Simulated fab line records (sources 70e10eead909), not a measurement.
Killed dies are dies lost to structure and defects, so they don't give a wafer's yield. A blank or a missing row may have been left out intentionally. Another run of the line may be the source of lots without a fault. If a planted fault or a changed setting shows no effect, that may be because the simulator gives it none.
Check of tool commonality -- flow nandHarc -- 14 lots and 42 wafers in the sample

## WHY THIS WAS OPENED
At NHARC_A_ONON_D1_THK_MEAS_02 the reading thkNm is flagged on 2 of 14 lots. Wafers without a fault read 999 nm, standard deviation 9.2.
Rule: a lot is flagged in two cases, either no wafer of it has a number, or all its wafers with numbers fall more than 4 standard deviations from that mean. The rest of the lots are taken to be sound.

lot,measured,on,"thkNm (nm), wafer by wafer",flag
L259,day 8 01:41,filmMetro-01,995 992 996,
L257,day 8 01:41,filmMetro-02,1003 1004 1005,
L260,day 8 06:07,filmMetro-01,1000 1001 1000,
L261,day 8 15:44,filmMetro-01,998 999 997,
L262,day 8 15:50,filmMetro-01,996 997 998,
L264,day 8 23:04,filmMetro-02,997 997 998,
L268,day 9 20:16,filmMetro-02,1025 1024 1025,
L269,day 10 20:56,filmMetro-02,1350 1351 1350,FLAGGED
L270,day 10 20:58,filmMetro-02,997 996 995,
L273,day 11 10:32,filmMetro-02,1346 1349 1347,FLAGGED
L276,day 12 06:19,filmMetro-01,1008 1006 1009,
L277,day 12 06:40,filmMetro-01,992 993 992,
L279,day 13 00:42,filmMetro-02,1000 999 1001,
L280,day 13 18:35,filmMetro-02,988 988 986,
On average the flagged lots' numbers are 1349 nm, which is +350 nm against the usual, or +38 standard deviations.

## LOT BY LOT: THE TOOL USED
2 process steps preceding the reading are held in the record, out of 1159 steps in the route. Cell contents, in order: the tool; ch with the chambers the sampled wafers went through; the start.
lot,flag,NHARC_P_BONDPAD_STRIP_15,NHARC_A_ONON_D1_DEP_00
L259,,"rieDiel-05 ch 1,2, day 6 23:00","pecvdOnon-02 ch 0, day 8 01:11"
L257,,"rieDiel-12 ch 0,1,2, day 6 19:37","pecvdOnon-03 ch 0, day 8 01:11"
L260,,"rieDiel-12 ch 2,3, day 7 04:10","pecvdOnon-04 ch 0, day 8 05:37"
L261,,"rieDiel-05 ch 1,2,3, day 7 13:10","pecvdOnon-03 ch 0, day 8 15:13"
L262,,"rieDiel-05 ch 0,2, day 7 13:59","pecvdOnon-02 ch 0, day 8 15:19"
L264,,"rieDiel-12 ch 0,2,3, day 7 20:56","pecvdOnon-04 ch 0, day 8 22:34"
L268,,"rieDiel-12 ch 0,2,3, day 8 20:23","pecvdOnon-04 ch 0, day 9 19:49"
L269,FLAGGED,"rieDiel-06 ch 0,1,3, day 9 14:42","pecvdOnon-04 ch 0, day 10 20:29"
L270,,"rieDiel-06 ch 0,3, day 9 15:17","pecvdOnon-02 ch 0, day 10 20:29"
L273,FLAGGED,"rieDiel-12 ch 1,2,3, day 10 08:54","pecvdOnon-04 ch 0, day 11 10:00"
L276,,"rieDiel-12 ch 1,2,3, day 11 06:07","pecvdOnon-02 ch 0, day 12 05:48"
L277,,"rieDiel-05 ch 0,2,3, day 11 08:28","pecvdOnon-03 ch 0, day 12 06:12"
L279,,"rieDiel-12 ch 0,1,3, day 11 20:30","pecvdOnon-03 ch 0, day 13 00:21"
L280,,"rieDiel-12 ch 1,2,3, day 12 13:50","pecvdOnon-02 ch 0, day 13 18:07"
What the steps here do:
- NHARC_P_BONDPAD_STRIP_15: strips in O2.
- NHARC_A_ONON_D1_DEP_00: target thk 1000 nm.
- NHARC_A_ONON_D1_THK_MEAS_02: measures by ellipsometry.

## FLAGGED AGAINST TOTAL, ONE TOOL AT A TIME (gauges that did the reading follow at the end)
step,tool,lots run,flagged,share of the flagged lots,sound lots run after its first flagged lot
NHARC_P_BONDPAD_STRIP_15,rieDiel-05,4,0,none,-
NHARC_P_BONDPAD_STRIP_15,rieDiel-06,2,1,some,1 (L270)
NHARC_P_BONDPAD_STRIP_15,rieDiel-12,8,1,some,"3 (L276,L279,L280)"
NHARC_A_ONON_D1_DEP_00,pecvdOnon-02,5,0,none,-
NHARC_A_ONON_D1_DEP_00,pecvdOnon-03,4,0,none,-
NHARC_A_ONON_D1_DEP_00,pecvdOnon-04,5,2,all,0
NHARC_A_ONON_D1_THK_MEAS_02,filmMetro-01,6,0,none,-
NHARC_A_ONON_D1_THK_MEAS_02,filmMetro-02,8,2,all,"3 (L270,L279,L280)"

## WHAT THE TABLE ALLOWS
Every flagged lot went through 2 rows of the table: pecvdOnon-04 at NHARC_A_ONON_D1_DEP_00 and filmMetro-02 at NHARC_A_ONON_D1_THK_MEAS_02.
- pecvdOnon-04 at NHARC_A_ONON_D1_DEP_00: 2 of its 5 lots flagged. It ran its last sound lot, L268, at day 9 19:49 and its first flagged lot, L269, at day 10 20:29: a fault with its onset between the two fits.
- filmMetro-02 at NHARC_A_ONON_D1_THK_MEAS_02: 2 of its 8 lots flagged. Sound lots ran on it after the first flagged one (L270, L279, L280), which a lasting fault on the whole tool wouldn't allow.
What remains is a single tool, pecvdOnon-04 at NHARC_A_ONON_D1_DEP_00.

## WHAT THE SIMULATOR HAD INSERTED
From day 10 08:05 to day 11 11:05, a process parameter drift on pecvdOnon-04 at NHARC_A_ONON_D1_DEP_00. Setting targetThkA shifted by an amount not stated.
Struck lots among those shown: L269, L273. The rule given above showed the same thing.
